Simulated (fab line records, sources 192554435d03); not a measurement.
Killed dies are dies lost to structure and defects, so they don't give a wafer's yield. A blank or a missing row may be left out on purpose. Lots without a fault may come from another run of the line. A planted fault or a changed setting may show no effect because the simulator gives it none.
A struck lot beside a sound one | flow n5_finfet | 15 steps out of a route of 1938
Sound: wafers L900.1, L900.2, L900.6. Struck: wafers L908.1, L908.3, L908.6. The cause comes at the end.
At each step with rows: each side's tool, then ch and its chambers, then its first start. Under that, the readings that differ: sound wafers | struck wafers | difference of the means | sigmas: that difference in standard deviations of wafers without a fault.
alike: readings whose means differ by less than 2 such deviations, and words and numbers that are the same on both sides. not compared: withheld readings, readings that some wafer has no value for, bounds like >300 that may hide the same value, and numbers for which the record gives no deviation and whose values overlap.
The two part at a step that has a row with sigmas, a row that says differs or no value, or rows on one side only. Numbers that don't overlap but have no deviation are shown without sigmas and don't part them. A reading that every wafer of one side lacks parts them only if that side has two wafers or more.

first, 5 steps without rows for these wafers: N5_PASSIVATION_SOFTBAKE_05 (time 90 s); N5_PASSIVATION_EXPOSE_07 (exposes mask TV, defocus 0 nm, target cd 3000 nm); N5_PASSIVATION_PEB_08; N5_PASSIVATION_DEVELOP_09 (develop time 60 s); N5_PASSIVATION_HARDBAKE_11 (time 120 s).
N5_PASSIVATION_CD_MEAS_10: target cd 3000 nm.
  sound on cd_sem-03 ch 0, day 13 05:05; struck on cd_sem-02 ch 0, day 16 05:21
  alike: cd_nm
N5_PASSIVATION_OVL_MEAS_60:
  sound on overlay-01 ch 0, day 13 05:07; struck on overlay-02 ch 0, day 16 05:23
  alike: TV_OVL
N5_PASSIVATION_INSPECT_61: inspects for defects (macro).
  sound on defect_inspect-02, day 13 05:08; struck on defect_inspect-01, day 16 05:25
  alike: raw_defect_count
N5_PASSIVATION_DESCUM_12: chemistry O2, time 7.9 s.
  sound on rie_diel-06 ch 0,1,3, day 13 05:10; struck on rie_diel-02 ch 0,2,3, day 16 05:40
  alike: drypump_motor_current_A, oes_product_au, rf_vpp_V, showerhead_plenum_p_Torr, throttle_valve_pct
  not compared: rf_hours_counter_h
N5_PASSIVATION_PASS_ETCH_74: etches SiNx in CF4/O2, target depth 220 nm, time 110 s.
  sound on rie_diel-06 ch 0,1,3, day 13 05:14; struck on rie_diel-02 ch 0,2,3, day 16 05:44
  alike: drypump_motor_current_A, oes_product_au, rf_vpp_V, showerhead_plenum_p_Torr, throttle_valve_pct
  not compared: rf_hours_counter_h
N5_PASSIVATION_VIA_ETCH_13: etches SiO2 in CHF3/O2, target depth 660 nm, time 330 s.
  sound on rie_diel-06 ch 0,1,3, day 13 05:19; struck on rie_diel-02 ch 0,2,3, day 16 05:49
  alike: drypump_motor_current_A, etch_rf_on_time_s, oes_product_au, rf_vpp_V, showerhead_plenum_p_Torr, throttle_valve_pct
  not compared: rf_hours_counter_h
N5_PASSIVATION_STRIP_14: strips in O2.
  sound on rie_diel-06 ch 0,1,3, day 13 05:31; struck on rie_diel-02 ch 0,2,3, day 16 06:01
  alike: drypump_motor_current_A, oes_product_au, rf_vpp_V, showerhead_plenum_p_Torr, throttle_valve_pct
  not compared: rf_hours_counter_h
N5_PASSIVATION_ETCH_15: etches SiCN in CF4/N2, target depth 75 nm, time 81.2 s.
  sound on rie_diel-06 ch 0,1,3, day 13 05:34; struck on rie_diel-02 ch 0,2,3, day 16 06:03
  reading                  | sound             | struck            | difference | sigmas
  model.etch.depth_nm (nm) | 67.09 67.12 64.37 | 58.03 57.99 56.19 | -8.79      |
  alike: drypump_motor_current_A, oes_product_au, rf_vpp_V, showerhead_plenum_p_Torr, throttle_valve_pct
  not compared: rf_hours_counter_h
then, 1 step without rows for these wafers: N5_PASSIVATION_STRIP_73 (strips in post etch residue remover, time 60 s).
N5_PASSIVATION_PROBE_49:
  sound on prober-01, day 13 15:24; struck on prober-02, day 16 12:00
  reading         | sound  | struck   | difference | sigmas
  killed_at_M4_up | 9 11 9 | 31 34 24 | +20        | +4
  alike: defect_limited_yield, killed_at_M0_to_M3, killed_at_contacts, killed_at_front_end, killed_at_other, killed_dies, killed_open, killed_short, sort_bin_4_leakage, sort_bin_5_function, sort_bin_6_memory, sort_bin_8_speed, sort_n_pass, sort_yield_pct

WHERE THEY PART
Only at N5_PASSIVATION_PROBE_49, within this record.

WHY: what the simulator had put in
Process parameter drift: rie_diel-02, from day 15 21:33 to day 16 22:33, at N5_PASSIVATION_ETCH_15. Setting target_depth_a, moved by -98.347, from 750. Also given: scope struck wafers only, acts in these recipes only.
